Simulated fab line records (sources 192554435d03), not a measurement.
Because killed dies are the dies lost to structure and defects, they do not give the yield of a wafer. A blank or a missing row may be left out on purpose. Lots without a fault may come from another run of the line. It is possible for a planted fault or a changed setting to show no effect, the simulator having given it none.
fab line records | flow n5_finfet
[record] lots = 11 | wafers = 33 | last_day = 17
route steps=1938 shown BEOL_M14@1772 BEOL_M15@1773 PASSIVATION@1936
lots untouched by any fault: they come from a run of this same line in which no faults occurred
start_h: hours from the record's opening day to when the first of the lot's shown wafers began | wait_h: hours from the lot's prior step to this one | " unchanged from the row above | L1.1+2: several wafers, shown together as one row | - no value present, or no start provided | * or withheld: withheld | < > ~ a bound
route shown NAME@n: NAME is a module with steps in the file, n the number in the route of the first one | usual: mean and standard deviation over wafers with no fault | same: alike in all rows | chamber/n: place in a boat | sites: the reading at each site | _std_site: the standard deviation of these | _edge_site: inner sites' mean taken away from outer sites' mean | radius_mm: how far each site lies from the wafer's centre | mask NAME#n: copy n | behind: the most recent tool/chamber to have shaped the wafer | hold: the reason the lot was held/the length of the hold in hours/how it ended | device: the transistor (n, p or np) that didn't switch | end of line: tests run on the same wafers once the route is complete | a step with no rows: only its recipe | killed: dies lost to structure and defects at the first sort, not the wafer's yield | map: per-die view of a wafer (x killed, . not killed, _ where there is no die)
set.NAME: the run value of the setting; set.NAME@STEP: its run value at that earlier step | model.NAME: the simulator's own value behind a step, which no gauge read
a sample of lots followed through the steps of the route, with each step as a table and each wafer as a row
services: from which hour (start_h, from the record's first day; less than 0 if before it) a tool's chamber was out of use, for how many hours, and why
[[steps]]
[step N5_BEOL_M14_INSPECT_55]
[recipe] inspect_instrument = darkfield | mode = post_dep
[usual] raw_defect_count = 86/29
lot.wafer | tool              | chamber | start_h | wait_h | raw_defect_count
L368.3    | defect_inspect-02 | -       | 270.49  | 0.0    | 88
L368.5    | "                 | -       | "       | "      | 101
L368.6    | "                 | -       | "       | "      | 93
L369.3    | defect_inspect-02 | -       | 270.89  | 0.0    | 88
L369.4    | "                 | -       | "       | "      | 115
L369.5    | "                 | -       | "       | "      | 141
L370.2    | defect_inspect-02 | -       | 273.63  | 0.0    | 63
L370.4    | "                 | -       | "       | "      | 80
L370.5    | "                 | -       | "       | "      | 52
L377.1    | defect_inspect-02 | -       | 313.77  | 0.0    | 68
L377.3    | "                 | -       | "       | "      | 67
L377.4    | "                 | -       | "       | "      | 69
L379.3    | defect_inspect-01 | -       | 325.05  | 0.0    | 66
L379.4    | "                 | -       | "       | "      | 61
L379.6    | "                 | -       | "       | "      | 40
L382.4    | defect_inspect-01 | -       | 329.20  | 0.0    | 60
L382.5    | "                 | -       | "       | "      | 52
L382.6    | "                 | -       | "       | "      | 38
L381.2    | defect_inspect-01 | -       | 330.89  | 0.0    | 107
L381.3    | "                 | -       | "       | "      | 124
L381.6    | "                 | -       | "       | "      | 141
L386.2    | defect_inspect-01 | -       | 357.86  | 0.0    | 93
L386.3    | "                 | -       | "       | "      | 116
L386.6    | "                 | -       | "       | "      | 80
L387.1    | defect_inspect-02 | -       | 378.44  | 0.0    | 87
L387.2    | "                 | -       | "       | "      | 161
L387.6    | "                 | -       | "       | "      | 75
L388.1    | defect_inspect-02 | -       | 379.18  | 0.0    | 57
L388.2    | "                 | -       | "       | "      | 113
L388.6    | "                 | -       | "       | "      | 58
L390.2    | defect_inspect-01 | -       | 381.79  | 0.0    | 64
L390.5    | "                 | -       | "       | "      | 94
L390.6    | "                 | -       | "       | "      | 88
[step N5_BEOL_M15_ILD_DEP_00]
[recipe] material = SiO2 | target_thk_a = 16293 | temp_c = 400 | precursor = TEOS/O2 | pressure_torr = 6.5 | rf_w = 900 | teos_flow_sccm = 161.4 | gas = O2 | flow_sccm = 2650 | time_s = 346.1
[usual] heater_power_w = 576/84 | rf_fwd_power_W = 897.8/2.7 | showerhead_plenum_p_Torr = 8.35/0.065 | throttle_valve_pct = 18.7/0.99
lot.wafer | tool     | chamber | start_h | wait_h | heater_power_w | rf_fwd_power_W | showerhead_plenum_p_Torr | throttle_valve_pct
L368.3    | pecvd-01 | 1       | 270.53  | 0.0    | 621            | 894.8          | 8.41                     | 19.7
L368.5    | "        | 0       | "       | "      | 454            | 895.8          | 8.24                     | 19.2
L368.6    | "        | 1       | "       | "      | 692            | 896.5          | 8.44                     | 19.4
L369.3    | pecvd-03 | 1       | 270.92  | 0.0    | 431            | 897.2          | 8.30                     | 17.5
L369.4    | "        | 2       | "       | "      | 502            | 896.7          | 8.35                     | 17.6
L369.5    | "        | 0       | "       | "      | 562            | 896.3          | 8.40                     | 19.6
L370.2    | pecvd-01 | 1       | 273.67  | 0.0    | 637            | 898.2          | 8.44                     | 19.3
L370.4    | "        | 2       | "       | "      | 471            | 899.5          | 8.27                     | 17.7
L370.5    | "        | 0       | "       | "      | 457            | 896.3          | 8.25                     | 19.5
L377.1    | pecvd-04 | 2       | 313.81  | 0.0    | 570            | 901.9          | 8.40                     | 17.5
L377.3    | "        | 1       | "       | "      | 563            | 899.1          | 8.34                     | 19.9
L377.4    | "        | 2       | "       | "      | 661            | 898.5          | 8.40                     | 17.6
L379.3    | pecvd-01 | 2       | 325.09  | 0.0    | 532            | 895.0          | 8.26                     | 17.6
L379.4    | "        | 2       | "       | "      | 608            | 898.4          | 8.24                     | 18.0
L379.6    | "        | 0       | "       | "      | 580            | 899.7          | 8.29                     | 19.3
L382.4    | pecvd-04 | 2       | 329.35  | 0.1    | 510            | 896.0          | 8.40                     | 17.4
L382.5    | "        | 2       | "       | "      | 633            | 895.6          | 8.40                     | 17.4
L382.6    | "        | 1       | "       | "      | 545            | 898.8          | 8.33                     | 20.1
L381.2    | pecvd-01 | 2       | 330.93  | 0.0    | 540            | 895.6          | 8.26                     | 17.9
L381.3    | "        | 1       | "       | "      | 663            | 901.7          | 8.42                     | 19.7
L381.6    | "        | 0       | "       | "      | 446            | 896.2          | 8.26                     | 19.3
L386.2    | pecvd-03 | 1       | 357.90  | 0.0    | 479            | 903.0          | 8.30                     | 17.8
L386.3    | "        | 1       | "       | "      | 552            | 899.0          | 8.29                     | 17.4
L386.6    | "        | 0       | "       | "      | 579            | 897.6          | 8.39                     | 19.6
L387.1    | pecvd-04 | 2       | 378.48  | 0.0    | 673            | 896.7          | 8.42                     | 17.7
L387.2    | "        | 0       | "       | "      | 467            | 900.1          | 8.35                     | 18.5
L387.6    | "        | 0       | "       | "      | 520            | 894.6          | 8.36                     | 18.5
L388.1    | pecvd-03 | 1       | 379.22  | 0.0    | 426            | 898.4          | 8.32                     | 17.4
L388.2    | "        | 0       | "       | "      | 627            | 894.6          | 8.41                     | 19.4
L388.6    | "        | 0       | "       | "      | 559            | 899.7          | 8.41                     | 19.6
L390.2    | pecvd-03 | 1       | 381.83  | 0.0    | 514            | 902.3          | 8.31                     | 17.5
L390.5    | "        | 1       | "       | "      | 523            | 902.6          | 8.29                     | 17.6
L390.6    | "        | 0       | "       | "      | 570            | 898.3          | 8.38                     | 19.7
[step N5_BEOL_M15_STRIP_63]
[recipe] chemistry = O2 | power_w = 600 | temp_c = 60 | pressure_mtorr = 30 | rf_frequency_hz = 6e+07 | bias_power_w = 0 | overash_fraction = 0.3 | o2_flow_sccm = 225
[usual] drypump_motor_current_A = 5.84/0.25 | oes_product_au = 0.81/0.097 | rf_vpp_V = 3.7/0.74 | showerhead_plenum_p_Torr = 2.10/0.061 | throttle_valve_pct = 16.72/0.24
[same] overash_fraction = 0.3
lot.wafer | tool        | chamber | start_h | wait_h | drypump_motor_current_A | oes_product_au | rf_hours_counter_h | rf_vpp_V | showerhead_plenum_p_Torr | throttle_valve_pct
L368.3    | rie_diel-06 | 3       | -       | -      | 6.15                    | 0.78           | 111                | 3.4      | 2.03                     | 16.83
L368.5    | "           | 2       | "       | "      | 5.76                    | 0.70           | -                  | 3.3      | 2.16                     | 16.87
L368.6    | "           | 1       | "       | "      | 5.96                    | 0.96           | -                  | 3.6      | 2.16                     | 16.40
L369.3    | rie_diel-02 | 1       | -       | -      | 5.88                    | 0.69           | 238                | 4.0      | 2.06                     | 17.06
L369.4    | "           | 3       | "       | "      | 5.60                    | 0.97           | 8                  | 2.8      | 2.15                     | 16.46
L369.5    | "           | 2       | "       | "      | 5.31                    | 0.75           | -                  | 2.7      | 2.02                     | 16.62
L370.2    | rie_diel-06 | 0       | -       | -      | 5.84                    | 0.93           | 6                  | 3.2      | 2.15                     | 16.66
L370.4    | "           | 3       | "       | "      | 6.16                    | 0.77           | 113                | 3.3      | 2.03                     | 16.84
L370.5    | "           | 0       | "       | "      | 5.84                    | 0.93           | -                  | 3.3      | 2.15                     | 16.68
L377.1    | rie_diel-04 | 3       | -       | -      | 5.44                    | 0.71           | 242                | 3.8      | 2.07                     | 17.01
L377.3    | "           | 1       | "       | "      | 6.24                    | 0.89           | 52                 | 3.3      | 2.23                     | 16.78
L377.4    | "           | 0       | "       | "      | 5.83                    | 0.73           | 183                | 3.3      | 2.17                     | 17.08
L379.3    | rie_diel-06 | 0       | -       | -      | 5.82                    | 0.89           | 26                 | 4.9      | 2.14                     | 16.69
L379.4    | "           | 3       | "       | "      | 6.16                    | 0.75           | 132                | 2.8      | 2.02                     | 16.86
L379.6    | "           | 2       | "       | "      | 5.77                    | 0.69           | -                  | 3.0      | 2.15                     | 16.86
L382.4    | rie_diel-06 | 2       | -       | -      | 5.79                    | 0.69           | 232                | 3.4      | 2.15                     | 16.90
L382.5    | "           | 2       | "       | "      | 5.77                    | 0.69           | -                  | 4.1      | 2.15                     | 16.90
L382.6    | "           | 3       | "       | "      | 6.14                    | 0.75           | -                  | 3.5      | 2.02                     | 16.87
L381.2    | rie_diel-04 | 2       | -       | -      | 5.80                    | 0.85           | 63                 | 4.7      | 2.04                     | 16.10
L381.3    | "           | 0       | "       | "      | 5.83                    | 0.74           | 189                | 2.5      | 2.17                     | 17.11
L381.6    | "           | 2       | "       | "      | 5.77                    | 0.86           | -                  | 3.5      | 2.04                     | 16.12
L386.2    | rie_diel-02 | 2       | -       | -      | 5.31                    | 0.72           | 207                | 3.7      | 2.01                     | 16.69
L386.3    | "           | 3       | "       | "      | 5.59                    | 0.91           | 37                 | 4.0      | 2.14                     | 16.53
L386.6    | "           | 0       | "       | "      | 6.10                    | 0.71           | -                  | 3.9      | 2.07                     | 17.03
L387.1    | rie_diel-06 | 3       | -       | -      | 6.12                    | 0.75           | 149                | 5.0      | 2.01                     | 16.89
L387.2    | "           | 1       | "       | "      | 5.96                    | 0.88           | 48                 | 4.4      | 2.14                     | 16.45
L387.6    | "           | 3       | "       | "      | 6.17                    | 0.75           | -                  | 3.7      | 2.01                     | 16.89
L388.1    | rie_diel-02 | 3       | -       | -      | 5.58                    | 0.89           | 44                 | 2.8      | 2.13                     | 16.54
L388.2    | "           | 1       | "       | "      | 5.88                    | 0.89           | 17                 | 3.0      | 2.05                     | 16.64
L388.6    | "           | 3       | "       | "      | 5.60                    | 0.89           | -                  | 3.0      | 2.13                     | 16.51
L390.2    | rie_diel-06 | 1       | -       | -      | 5.94                    | 0.87           | 49                 | 3.5      | 2.14                     | 16.44
L390.5    | "           | 1       | "       | "      | 5.94                    | 0.87           | -                  | 3.1      | 2.14                     | 16.43
L390.6    | "           | 0       | "       | "      | 5.83                    | 0.86           | -                  | 5.3      | 2.13                     | 16.75
[step N5_BEOL_M15_COAT_56]
[recipe] resist = SOC | temp_c = 250 | time_s = 60 | spin_rpm = 1500 | resist_thk_nm = 550
[usual] heater_power_total_W = 500.5/1.8 | plate_temp_C = 250.00/0.16
lot.wafer | tool           | chamber | start_h | wait_h | heater_power_total_W | plate_temp_C
L368.3    | litho_track-04 | 0       | 271.71  | 0.0    | 500.1                | 250.05
L368.5    | "              | 0       | "       | "      | 502.9                | 250.06
L368.6    | "              | 0       | "       | "      | 498.9                | 250.04
L369.3    | litho_track-03 | 0       | 273.56  | 0.0    | 498.4                | 250.01
L369.4    | "              | 0       | "       | "      | 501.3                | 249.97
L369.5    | "              | 0       | "       | "      | 502.3                | 249.87
L370.2    | litho_track-03 | 0       | 275.60  | 0.0    | 497.3                | 250.05
L370.4    | "              | 0       | "       | "      | 502.6                | 249.90
L370.5    | "              | 0       | "       | "      | 499.3                | 250.12
L377.1    | litho_track-03 | 0       | 315.09  | 0.0    | 479.2                | 241.77
L377.3    | "              | 0       | "       | "      | 481.8                | 242.01
L377.4    | "              | 0       | "       | "      | 481.4                | 241.86
L379.3    | litho_track-03 | 0       | 326.46  | 0.0    | 483.2                | 242.16
L379.4    | "              | 0       | "       | "      | 479.0                | 242.18
L379.6    | "              | 0       | "       | "      | 479.3                | 242.22
L382.4    | litho_track-02 | 0       | 330.72  | 0.0    | 498.8                | 249.80
L382.5    | "              | 0       | "       | "      | 497.5                | 249.67
L382.6    | "              | 0       | "       | "      | 502.6                | 249.88
L381.2    | litho_track-02 | 0       | 332.11  | 0.0    | 502.1                | 249.96
L381.3    | "              | 0       | "       | "      | 501.7                | 250.17
L381.6    | "              | 0       | "       | "      | 498.0                | 250.14
L386.2    | litho_track-02 | 0       | 359.20  | 0.0    | 499.7                | 250.22
L386.3    | "              | 0       | "       | "      | 501.9                | 250.11
L386.6    | "              | 0       | "       | "      | 498.8                | 250.21
L387.1    | litho_track-04 | 0       | 380.12  | 0.0    | 499.5                | 250.20
L387.2    | "              | 0       | "       | "      | 502.4                | 250.48
L387.6    | "              | 0       | "       | "      | 497.3                | 250.25
L388.1    | litho_track-02 | 0       | 380.54  | 0.0    | 503.2                | 250.08
L388.2    | "              | 0       | "       | "      | 501.9                | 249.80
L388.6    | "              | 0       | "       | "      | 498.4                | 249.86
L390.2    | litho_track-02 | 0       | 383.12  | 0.0    | 499.6                | 249.87
L390.5    | "              | 0       | "       | "      | 498.6                | 249.91
L390.6    | "              | 0       | "       | "      | 497.4                | 249.91
[step N5_PASSIVATION_PROBE_49]
[usual] defect_limited_yield = 91.0/1.5 | killed_at_M0_to_M3 = 36/12 | killed_at_M4_up = 14/5.5 | killed_at_contacts = 11/4.8 | killed_at_front_end = 42/12 | killed_at_other = 3.7/2.7 | killed_dies = 106/18 | killed_open = 70/13 | killed_short = 35/8.2 | sort_bin_5_function = 5.3/1 | sort_bin_6_memory = 3.3/0.69 | sort_n_pass = 1074/18 | sort_yield_pct = 91.0/1.5
[same] gross_dies = 1180 | killed_at_back_side = 0 | sort_bin_4_leakage[%] = 0 | sort_bin_8_speed[%] = 0
lot.wafer | tool      | chamber | start_h | wait_h | defect_limited_yield[%] | killed_at_M0_to_M3 | killed_at_M4_up | killed_at_contacts | killed_at_front_end | killed_at_other | killed_dies | killed_open | killed_short | sort_bin_5_function[%] | sort_bin_6_memory[%] | sort_n_pass | sort_yield_pct[%]
L369.3    | prober-01 | -       | 297.13  | 0.1    | 88.9                    | 32                 | 15              | 23                 | 55                  | 6               | 131         | 81          | 47           | 7.0                    | 3.4                  | 1049        | 88.9
L369.4    | prober-01 | -       | 297.18  | 0.2    | 87.5                    | 23                 | 22              | 22                 | 75                  | 6               | 148         | 93          | 53           | 7.5                    | 4.4                  | 1032        | 87.5
L369.5    | prober-01 | -       | 297.23  | 0.2    | 90.8                    | 41                 | 9               | 15                 | 42                  | 2               | 109         | 76          | 31           | 5.3                    | 3.7                  | 1071        | 90.8
// killed by level:class
L369.3 MOL_CONTACT_COAG:geometric_particle:open=14 FIN_SAQP:geometric_particle:open=11 MOL_CONTACT_COAG:geometric_particle:short=9 FIN_SAQP:geometric_particle:short=8 DUMMY_GATE:geometric_particle:open=7 BEOL_M3:geometric_particle:open=7 BEOL_M4:geometric_particle:open=6 BEOL_M2:geometric_particle:open=6
L369.4 FIN_SAQP:geometric_particle:open=24 FIN_SAQP:geometric_particle:short=22 MOL_CONTACT_COAG:geometric_particle:open=16 BEOL_M4:geometric_particle:open=12 BEOL_M3:geometric_particle:open=10 MOL_CONTACT_COAG:geometric_particle:short=6 STI_FIN_REVEAL:geometric_particle:open=5 GATE_CUT:geometric_particle:short=4
L369.5 BEOL_M2:geometric_particle:open=16 FIN_SAQP:geometric_particle:open=12 MOL_CONTACT_COAG:geometric_particle:open=12 FIN_SAQP:geometric_particle:short=9 BEOL_M0_SAQP:geometric_particle:open=7 STI_FIN_REVEAL:geometric_particle:open=5 BEOL_M3:geometric_particle:open=5 DUMMY_GATE:geometric_particle:open=4
[[services]]
tool        | chamber | start_h | hours | kind
rie_diel-04 | 3       | 256.08  | 4.6   | repair
rie_diel-04 | -       | 270.47  | 28.1  | pm
pecvd-01    | 0       | 275.00  | 5.5   | scheduled_down
rie_diel-02 | 3       | 286.50  | 12.4  | repair
pecvd-04    | 0       | 290.32  | 5.5   | scheduled_down
pecvd-03    | -       | 292.21  | 0.6   | repair
rie_diel-02 | 1       | 298.96  | -     | clean
rie_diel-02 | 1       | 298.96  | -     | consumable_replace:focus_ring
rie_diel-02 | 1       | 298.96  | 24.0  | scheduled_down
rie_diel-02 | 1       | 298.96  | 24.0  | vent_cycle
rie_diel-04 | 2       | 300.05  | 8.2   | repair
pecvd-04    | 0       | 306.89  | 23.2  | repair
rie_diel-06 | 2       | 315.03  | 5.0   | repair
pecvd-04    | -       | 319.62  | 0.5   | repair
rie_diel-04 | 2       | 334.34  | 3.7   | repair
rie_diel-04 | 3       | 338.15  | -     | clean
rie_diel-04 | 3       | 338.15  | -     | consumable_replace:focus_ring
rie_diel-04 | 3       | 338.15  | 16.6  | scheduled_down
rie_diel-04 | 3       | 338.15  | 16.6  | vent_cycle
pecvd-03    | 2       | 351.28  | 5.5   | repair
pecvd-01    | 1       | 354.69  | 2.1   | scheduled_down
pecvd-01    | 1       | 363.56  | 5.5   | scheduled_down
rie_diel-06 | 2       | 364.29  | 10.0  | repair
rie_diel-06 | -       | 368.95  | 1.7   | repair
[[key]]
[first_sign] step = N5_BEOL_M15_COAT_56 | reading = plate_temp_C | direction = down | sigmas = 50 | usual = * | struck = *
[effect] step = N5_BEOL_M15_COAT_56 | reading = heater_power_total_W | direction = down | sigmas = 11 | usual = * | struck = *
met_at N5_BEOL_M15_COAT_56
struck_lots L377,L379
not_acting_at N5_BEOL_M14_INSPECT_55,N5_BEOL_M15_ILD_DEP_00,N5_BEOL_M15_STRIP_63
onset_between 275.60 315.09
[fault] kind = process_parameter_drift | tool = litho_track-03 | chamber = - | onset_h = 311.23 | steps = N5_BEOL_M15_COAT_56 | channel = temp_c | offset = * | shape = step | end_h = 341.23 | acts_in = * | stated = *
